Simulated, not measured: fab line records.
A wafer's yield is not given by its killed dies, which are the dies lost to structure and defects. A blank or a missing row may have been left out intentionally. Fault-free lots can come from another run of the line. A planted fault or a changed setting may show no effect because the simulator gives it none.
fab line records + flow n5-finfet
record:
- lots: 3
- wafers: 9
- last-day: 19
route steps=1938 shown BEOL_M4@1105 BEOL_M5@1112 PASSIVATION@1936
lots with no fault: from the same line, run without faults
start-h: the number of hours between the record's first day and the start of the first shown wafer of the lot + wait-h: hours since the lot's step before + " as in the row above + L1.1+2: a row that stands for several wafers + - either no value or no given start + * or withheld: withheld + < > ~ a bound
route shown NAME@n: a module of which the file shows steps, and the number in the route of the first + usual: mean/standard deviation taken from wafers without a fault + same: alike in all rows + chamber/n: place in a boat + sites: readings site by site + _std_site: how widely they spread, as a standard deviation + _edge_site: the outer-site mean with the inner-site mean subtracted + radius-mm: how far each site lies from the wafer's centre + mask NAME#n: copy n + behind: tool/chamber where the wafer was last shaped + hold: reason for holding the lot/hours on hold/outcome of the hold + device: the n, p or np transistor that did not switch + end of line: at the end of the route, the tests of the same wafers + a step with no rows: only its recipe + killed: not the wafer's yield, but the dies lost to structure and defects at the first sort + map: per-die view of a wafer (x killed, . not killed, _ where there is no die)
set.NAME: the setting the step ran with; set.NAME@STEP: the setting that earlier step ran with + model.NAME: the simulator's own value behind a step, which no gauge read
lots at selected steps of the route; one table per step, one row per wafer
services: the hour from which a tool's chamber was out of use, counted from the record's first day as start-h (under 0 if before that day), plus the number of hours and why
== steps ==
step: N5_BEOL_M4_PRE_CLEAN_60
recipe:
- gas: NH3/H2
- time-s: 15
- temp-c: *
- rf-power-w: 300
step: N5_BEOL_M4_CO_CAP_55
recipe:
- material: Co
- target-thk-a: 20
- temp-c: 200
- precursor: CCTBA/H2
- pressure-torr: 30
- time-s: 102.1
step: N5_BEOL_M4_PRE_CLEAN_56
recipe:
- gas: NH3
- time-s: 15
- temp-c: withheld
- rf-power-w: 300
step: N5_BEOL_M4_DEP_57
recipe:
- material: SiCN
- target-thk-a: 80
- temp-c: withheld
- precursor: 3MS/NH3
- pressure-torr: 3
- rf-w: 202
- time-s: 14
step: N5_BEOL_M5_ILD_DEP_00
recipe:
- material: SiCOH_lowk
- target-thk-a: 1406.4
- temp-c: 300
- precursor: DEMS/porogen
- pressure-torr: 5
- rf-w: 500
- time-s: 25.9
step: N5_BEOL_M5_CURE_79
recipe:
- temp-c: 385
- time-s: 240
- ambient: He/Ar
- material: SiCOH_lowk
step: N5_BEOL_M5_PECVD_70
recipe:
- material: SiO2
- target-thk-a: 160
- temp-c: 400
- precursor: TEOS/O2
- pressure-torr: 5.5
- rf-w: 450
- teos-flow-sccm: 53.8
- gas: O2
- flow-sccm: 3000
- time-s: 18
step: N5_BEOL_M5_HM_DEP_02
recipe:
- material: TiN
- target-thk-a: 200
- temp-c: 25
- chamber-pressure-pa: 0.49996
usual:
- throttle-valve-pct: 30.4/0.88
| lot.wafer | tool           | chamber | start-h | wait-h | throttle-valve-pct |
|-----------|----------------|---------|---------|--------|--------------------|
| L549.2    | pvd-sputter-02 | -       | 226.53  | 1.5    | 29.9               |
| L549.3    | "              | -       | "       | "      | 32.1               |
| L549.6    | "              | -       | "       | "      | 29.9               |
| L557.1    | pvd-sputter-02 | -       | 273.82  | 0.3    | 32.0               |
| L557.2    | "              | -       | "       | "      | 30.4               |
| L557.3    | "              | -       | "       | "      | 29.9               |
| L567.1    | pvd-sputter-01 | -       | 330.68  | 1.2    | 28.1               |
| L567.2    | "              | -       | "       | "      | 30.3               |
| L567.6    | "              | -       | "       | "      | 30.5               |
step: N5_BEOL_M5_COAT_59
recipe:
- resist: SOC
- temp-c: 250
- time-s: 60
- spin-rpm: 1500
- resist-thk-nm: 60
step: N5_BEOL_M5_COAT_60
recipe:
- resist: SiARC
- temp-c: 220
- time-s: 60
- spin-rpm: 1500
- resist-thk-nm: 12
step: N5_BEOL_M5_COAT_71
recipe:
- resist: underlayer
- temp-c: 205
- time-s: 60
- spin-rpm: 1500
- resist-thk-nm: 5
step: N5_BEOL_M5_COAT_05
recipe:
- resist: CAR-EUV
- spin-rpm: 1500
- resist-thk-nm: 30
step: N5_BEOL_M5_EBR_07
recipe:
- solvent: PGMEA
- ebr-width-mm: 1.5
step: N5_BEOL_M5_SOFTBAKE_06
recipe:
- temp-c: 110
- time-s: 60
- resist: CAR-EUV
step: N5_BEOL_M5_EXPOSE_08
recipe:
- mask-id: M5
- na: 0.33
- source-shape: annular
- sigma-inner: 0.4
- sigma-outer: 0.8
- polarization: unpolarized
- target-cd-nm: 28
- dose-mj: 35.75
step: N5_BEOL_M5_PEB_09
recipe:
- peb-temp-c: 100
- peb-time-s: 60
- resist: CAR-EUV
step: N5_BEOL_M5_DEVELOP_10
recipe:
- develop-time-s: 30
- developer: TMAH
- resist: CAR-EUV
- rinse-liquid: surfactant-rinse
- dry: air-spin
- dev-temp-c: 23
step: N5_BEOL_M5_INSPECT_13
recipe:
- mode: adi
- inspect-instrument: brightfield
usual:
- raw-defect-count: 426/98
| lot.wafer | tool              | chamber | start-h | wait-h | raw-defect-count |
|-----------|-------------------|---------|---------|--------|------------------|
| L549.2    | defect-inspect-02 | -       | 227.01  | 0.0    | 366              |
| L549.3    | "                 | -       | "       | "      | 300              |
| L549.6    | "                 | -       | "       | "      | 264              |
| L557.1    | defect-inspect-01 | -       | 274.30  | 0.1    | 891              |
| L557.2    | "                 | -       | "       | "      | 752              |
| L557.3    | "                 | -       | "       | "      | 766              |
| L567.1    | defect-inspect-02 | -       | 331.27  | 0.1    | 375              |
| L567.2    | "                 | -       | "       | "      | 376              |
| L567.6    | "                 | -       | "       | "      | 306              |
step: N5_BEOL_M5_DESCUM_16
recipe:
- chemistry: O2
- time-s: 7
- source-power-w: 50
- bias-power-w: 20
- pressure-mtorr: 20
- rf-frequency-hz: 2.712e+07
- temp-c: 40
- resist: CAR-EUV
- o2-flow-sccm: 225
step: N5_BEOL_M5_ETCH_72
recipe:
- chemistry: N2/H2
- target: underlayer
- target-depth-a: 65
- mask-material: CAR-EUV
- time-s: 5.2
- ion-energy-ev: 200
- pressure-mtorr: 30
- source-w: 840
- bias-w: 150
- n2-flow-sccm: 200
- h2-flow-sccm: 200
- ends: cleared
step: N5_BEOL_M5_ETCH_61
recipe:
- chemistry: CF4
- target: SiARC
- target-depth-a: 156
- mask-material: CAR-EUV
- time-s: 26
- ion-energy-ev: 80
- pressure-mtorr: 40
- source-w: 545
- bias-w: 36
- Ar_flow_sccm: 100
- cf4-flow-sccm: 100
- ends: cleared
step: N5_BEOL_M5_ETCH_62
recipe:
- chemistry: N2/H2
- target: SOC
- target-depth-a: 750
- overetch-a: 150
- mask-material: SiARC
- temp-c: 40
- time-s: 112.5
- ion-energy-ev: 200
- pressure-mtorr: 30
- source-w: 840
- bias-w: 150
- n2-flow-sccm: 200
- h2-flow-sccm: 200
step: N5_BEOL_M5_STRIP_63
recipe:
- chemistry: N2/H2
- temp-c: 40
- n2-flow-sccm: 200
- h2-flow-sccm: 200
- rf-frequency-hz: 6e+07
step: N5_BEOL_M5_STRIP_73
recipe:
- chemistry: N2/H2
- temp-c: 40
- n2-flow-sccm: 200
- h2-flow-sccm: 200
- rf-frequency-hz: 6e+07
step: N5_BEOL_M5_STRIP_64
recipe:
- chemistry: CF4
- resist: SiARC
- power-w: 300
- bias-power-w: 75
- pressure-mtorr: 50
- cf4-flow-sccm: 150
- rf-frequency-hz: 6e+07
step: N5_BEOL_M5_HM_OPEN_17
recipe:
- chemistry: Cl2/BCl3
- target-depth-a: 200
- overetch-a: 60
- target: TiN
- mask-material: SOC
- ion-energy-ev: 150
- pressure-mtorr: 10
- icp-w: 1000
- bias-w: 126
- Cl2_flow_sccm: 53.25
- bcl3-flow-sccm: 21.75
- Ar_flow_sccm: 25
step: N5_BEOL_M5_STRIP_19
recipe:
- chemistry: O2
- power-w: 400
- temp-c: 40
- pressure-mtorr: 30
- rf-frequency-hz: 6e+07
- bias-power-w: 0
- overash-fraction: 0.2
- o2-flow-sccm: 225
step: N5_BEOL_M5_COAT_65
recipe:
- resist: SOC
- temp-c: 250
- time-s: 60
- spin-rpm: 1500
- resist-thk-nm: 60
step: N5_BEOL_M5_COAT_66
recipe:
- resist: SiARC
- temp-c: 220
- time-s: 60
- spin-rpm: 1500
- resist-thk-nm: 12
step: N5_BEOL_M5_COAT_74
recipe:
- resist: underlayer
- temp-c: 205
- time-s: 60
- spin-rpm: 1500
- resist-thk-nm: 5
step: N5_BEOL_M5_COAT_22
recipe:
- resist: CAR-EUV
- spin-rpm: 1500
- resist-thk-nm: 30
step: N5_BEOL_M5_EBR_24
recipe:
- solvent: PGMEA
- ebr-width-mm: 1.5
step: N5_BEOL_M5_SOFTBAKE_23
recipe:
- temp-c: 110
- time-s: 60
- resist: CAR-EUV
step: N5_BEOL_M5_EXPOSE_25
recipe:
- mask-id: V4
- na: 0.33
- source-shape: quasar
- sigma-inner: 0.2
- sigma-outer: 0.6
- polarization: unpolarized
- defocus-nm: 10
- dose-mj: 52.75
step: N5_BEOL_M5_INSPECT_30
recipe:
- mode: adi
- inspect-instrument: brightfield
usual:
- raw-defect-count: 431/98
| lot.wafer | tool              | chamber | start-h | wait-h | raw-defect-count |
|-----------|-------------------|---------|---------|--------|------------------|
| L549.2    | defect-inspect-01 | -       | 228.06  | 0.0    | 384              |
| L549.3    | "                 | -       | "       | "      | 304              |
| L549.6    | "                 | -       | "       | "      | 283              |
| L557.1    | defect-inspect-01 | -       | 278.32  | 0.1    | 846              |
| L557.2    | "                 | -       | "       | "      | 741              |
| L557.3    | "                 | -       | "       | "      | 797              |
| L567.1    | defect-inspect-02 | -       | 333.47  | 0.1    | 380              |
| L567.2    | "                 | -       | "       | "      | 381              |
| L567.6    | "                 | -       | "       | "      | 315              |
step: N5_PASSIVATION_PROBE_49
usual:
- defect-limited-yield: 91.6/1.4
- killed_at_M0_to_M3: 35/10
- killed_at_M4_up: 13/4.8
- killed-at-contacts: 12/7.2
- killed-at-front-end: 36/12
- killed-at-other: 4/3.1
- killed-dies: 100/17
- killed-on-rim: 13/4.2
- killed-open: 66/13
- killed-short: 32/7.3
- sort_bin_5_function: 5.0/0.94
- sort_bin_6_memory: 3.1/0.67
- sort_bin_8_speed: 0.01/0.047
- sort-n-pass: 1080/17
same:
- gross-dies: 1180
- killed-at-back-side: 0
- sort_bin_4_leakage[%]: 0
| lot.wafer | tool      | chamber | start-h | wait-h | defect-limited-yield[%] | killed_at_M0_to_M3 | killed_at_M4_up | killed-at-contacts | killed-at-front-end | killed-at-other | killed-dies | killed-on-rim | killed-open | killed-short | sort_bin_5_function[%] | sort_bin_6_memory[%] | sort_bin_8_speed[%] | sort-n-pass |
|-----------|-----------|---------|---------|--------|-------------------------|--------------------|-----------------|--------------------|---------------------|-----------------|-------------|---------------|-------------|--------------|------------------------|----------------------|---------------------|-------------|
| L549.2    | prober-02 | -       | 356.07  | 0.1    | 89.7                    | 63                 | 7               | 24                 | 23                  | 5               | 122         | 21            | 73          | 48           | 5.6                    | 4.4                  | 0                   | 1058        |
| L549.3    | prober-02 | -       | 356.12  | 0.1    | 93.6                    | 21                 | 8               | 29                 | 17                  | 1               | 76          | 6             | 52          | 24           | 3.6                    | 2.6                  | 0.25                | 1101        |
| L549.6    | prober-02 | -       | 356.27  | 0.3    | 91.9                    | 24                 | 11              | 33                 | 25                  | 3               | 96          | 11            | 68          | 26           | 5.1                    | 3.0                  | 0                   | 1084        |
| L557.1    | prober-01 | -       | 389.01  | 0.0    | 83.0                    | 28                 | 112             | 12                 | 45                  | 4               | 201         | 20            | 72          | 32           | 10.2                   | 4.7                  | 0                   | 979         |
| L557.2    | prober-01 | -       | 389.06  | 0.1    | 87.2                    | 31                 | 67              | 9                  | 41                  | 3               | 151         | 24            | 68          | 27           | 7.5                    | 4.1                  | 0                   | 1029        |
| L557.3    | prober-01 | -       | 389.11  | 0.1    | 82.3                    | 32                 | 117             | 14                 | 42                  | 4               | 209         | 19            | 68          | 34           | 11.3                   | 4.7                  | 0.17                | 971         |
| L567.1    | prober-02 | -       | 448.75  | 0.0    | 91.2                    | 26                 | 6               | 17                 | 52                  | 3               | 104         | 14            | 75          | 29           | 4.6                    | 4.1                  | 0                   | 1076        |
| L567.2    | prober-02 | -       | 448.80  | 0.1    | 89.7                    | 31                 | 21              | 18                 | 46                  | 5               | 121         | 19            | 86          | 35           | 6.2                    | 3.8                  | 0                   | 1059        |
| L567.6    | prober-02 | -       | 449.00  | 0.3    | 91.3                    | 43                 | 6               | 22                 | 29                  | 3               | 103         | 16            | 67          | 36           | 4.6                    | 4.0                  | 0                   | 1077        |
killed by level:class
L549.2 BEOL_M0_SAQP:geometric-particle:short=23 MOL_CONTACT_COAG:geometric-particle:open=20 BEOL_M0_SAQP:geometric-particle:open=13 BEOL_M2:geometric-particle:open=12 STI_FIN_REVEAL:geometric-particle:open=6 BEOL_M1:geometric-particle:open=5 MOL_CONTACT_COAG:geometric-particle:short=4 BEOL_M3:geometric-particle:open=4
L549.3 MOL_CONTACT_COAG:geometric-particle:open=24 BEOL_M0_SAQP:geometric-particle:short=9 BEOL_M0_SAQP:geometric-particle:open=7 MOL_CONTACT_COAG:geometric-particle:short=5 FIN_SAQP:geometric-particle:short=4 STI_FIN_REVEAL:geometric-particle:open=4 BEOL_M2:geometric-particle:short=3 FIN_SAQP:geometric-particle:open=2
L549.6 MOL_CONTACT_COAG:geometric-particle:open=26 STI_FIN_REVEAL:geometric-particle:open=10 BEOL_M2:geometric-particle:open=8 MOL_CONTACT_COAG:geometric-particle:short=7 BEOL_M0_SAQP:geometric-particle:short=6 BEOL_M3:geometric-particle:open=6 FIN_SAQP:geometric-particle:short=5 FIN_SAQP:geometric-particle:open=4
L557.1 BEOL_M5:unspecified=96 MOL_CONTACT_COAG:geometric-particle:open=12 FIN_SAQP:geometric-particle:open=9 BEOL_M1:geometric-particle:open=9 STI_FIN_REVEAL:geometric-particle:open=6 STARTING-WAFER:geometric-particle:short=6 BEOL_M0_SAQP:geometric-particle:open=6 FIN_SAQP:geometric-particle:short=5
L557.2 BEOL_M5:unspecified=56 BEOL_M1:geometric-particle:open=11 STI_FIN_REVEAL:geometric-particle:open=8 FIN_SAQP:geometric-particle:short=6 FIN_SAQP:geometric-particle:open=6 BEOL_M2:geometric-particle:open=6 MOL_CONTACT_COAG:geometric-particle:open=5 BEOL_M3:geometric-particle:open=5
L557.3 BEOL_M5:unspecified=102 FIN_SAQP:geometric-particle:open=13 MOL_CONTACT_COAG:geometric-particle:open=10 FIN_SAQP:geometric-particle:short=8 BEOL_M1:geometric-particle:open=6 BEOL_M0_SAQP:geometric-particle:short=6 BEOL_M3:geometric-particle:open=6 STI_FIN_REVEAL:geometric-particle:open=5
L567.1 MOL_CONTACT_COAG:geometric-particle:open=17 STI_FIN_REVEAL:geometric-particle:open=9 FIN_SAQP:geometric-particle:open=8 ILD0:geometric-particle:short=6 BEOL_M1:geometric-particle:open=6 FIN_SAQP:geometric-particle:short=5 DUMMY_GATE:geometric-particle:open=5 BEOL_M2:geometric-particle:open=5
L567.2 MOL_CONTACT_COAG:geometric-particle:open=14 FIN_SAQP:geometric-particle:open=10 STI_FIN_REVEAL:geometric-particle:open=8 BEOL_M1:geometric-particle:open=7 GATE_CUT:geometric-particle:short=7 BEOL_M3:geometric-particle:open=7 BEOL_M4:geometric-particle:open=6 GATE_CUT:geometric-particle:open=4
L567.6 MOL_CONTACT_COAG:geometric-particle:open=15 BEOL_M0:geometric-particle:open=11 BEOL_M0_SAQP:geometric-particle:open=8 MOL_CONTACT_COAG:geometric-particle:short=7 BEOL_M0_SAQP:geometric-particle:short=7 BEOL_M3:geometric-particle:open=6 FIN_SAQP:geometric-particle:short=5 DUMMY_GATE:geometric-particle:open=5
map L557.3 (x killed, . not)
_________________...x........________________
______________x.x.........x...x._____________
___________.......x...........x....__________
__________...x....x.............xx.._________
________...xx.....x............x......_______
_______......x..x....x.x.............x.______
______x.......xxx.x...x................._____
_____....xxxxxxxx.xxx...........x........____
____......xxxxxxxxxxx..............xxx....___
___......xxxxxxxxxxxxx............x........__
___.x..x.xxxxxxxxxxxxx.....x..............x__
__x.....xxxxxxxxxxxxx....................x.._
__.......x.xxxxxxxxxxx..x..................._
_.......xxxxxxx.xxxxxxx.x.........x.........x
_..........xxxxxx.x.xxx..x.........x....x...x
_....x......xxxxx.x.x..............x.x.....x.
_.........x.x..x..x....................x.....
_.....x.....................x............x...
_.x............x....................x........
_...........................x................
_.............x..x.................x.........
__..............x.x.x.....................x._
__.x..........x...x.x.................x....._
___x........x............x.................__
___x.....x............x..........x.......x.__
____................x.xxx.......x......x..___
_____.......x.x..........................____
______..........x......................._____
_______..............x........x........______
________..x........x...x..........x..._______
__________.........................._________
___________........x......x..x.xx..__________
______________..x....x.x........_____________
_________________........x...________________
map L549.2 (x killed, . not)
_________________.......x....________________
______________...........xx...x._____________
___________......x...............x.__________
__________x...x....................._________
________............x.x............xx._______
_______........x...............x.......______
______.............x.....x.....x...x...._____
_____..............xx.x.x.........x......____
____..x..............x................x...___
___....................x...x..........x...x__
___....x......xxx.............x........x...__
__...x.......x.................x....x.x.x.xx_
__.......x.......x.........x..........x....._
_...................xx....x............x....x
_..x.......................x.........x......x
_.................x...............x..........
_........xxx..x............x.................
_......x.........................x.......x...
_..........................x..............x..
_....x.x.x....x......xx........x.............
_..............x...............x...x....x..x.
__.......x...........x........x.........x..._
__.x......x.......x........x....x..........._
___.............x..................x..x....__
___....xx..........................xx......__
____..x...xx.....x.......x..x..........x..___
_____.......x........x...................____
______.x....x..........x..x............x_____
_______......x.........................______
________.x.x.................x........_______
__________.x.......................x_________
___________.............x.x........__________
______________.................x_____________
_________________....xx......________________
== services ==
| tool           | chamber | start-h | hours | kind   |
|----------------|---------|---------|-------|--------|
| pvd-sputter-01 | -       | 272.01  | 0.5   | repair |
== key ==
first-sign:
- step: N5_BEOL_M5_INSPECT_13
- reading: raw-defect-count
- direction: up
- sigmas: 3.9
- usual: 426
- struck: 803
effect:
- step: N5_BEOL_M5_INSPECT_30
- reading: raw-defect-count
- direction: up
- sigmas: 3.7
- usual: 431
- struck: 795
effect:
- step: N5_PASSIVATION_PROBE_49
- reading: killed_at_M4_up
- direction: up
- sigmas: 18
- usual: 13
- struck: 99
more-kills-born-at:
- N5_BEOL_M5_HM_DEP_02@pvd-sputter-02: 254
met-at N5_BEOL_M5_HM_DEP_02
struck-wafers L557.1,L557.2,L557.3
onset-between 226.53 273.82
fault:
- kind: chamber-particle-source
- tool: pvd-sputter-02
- chamber: -
- onset-h: 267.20
- steps: N5_BEOL_M5_HM_DEP_02
- rate-per-visit-cm2: 0.48625
- end-h: 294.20
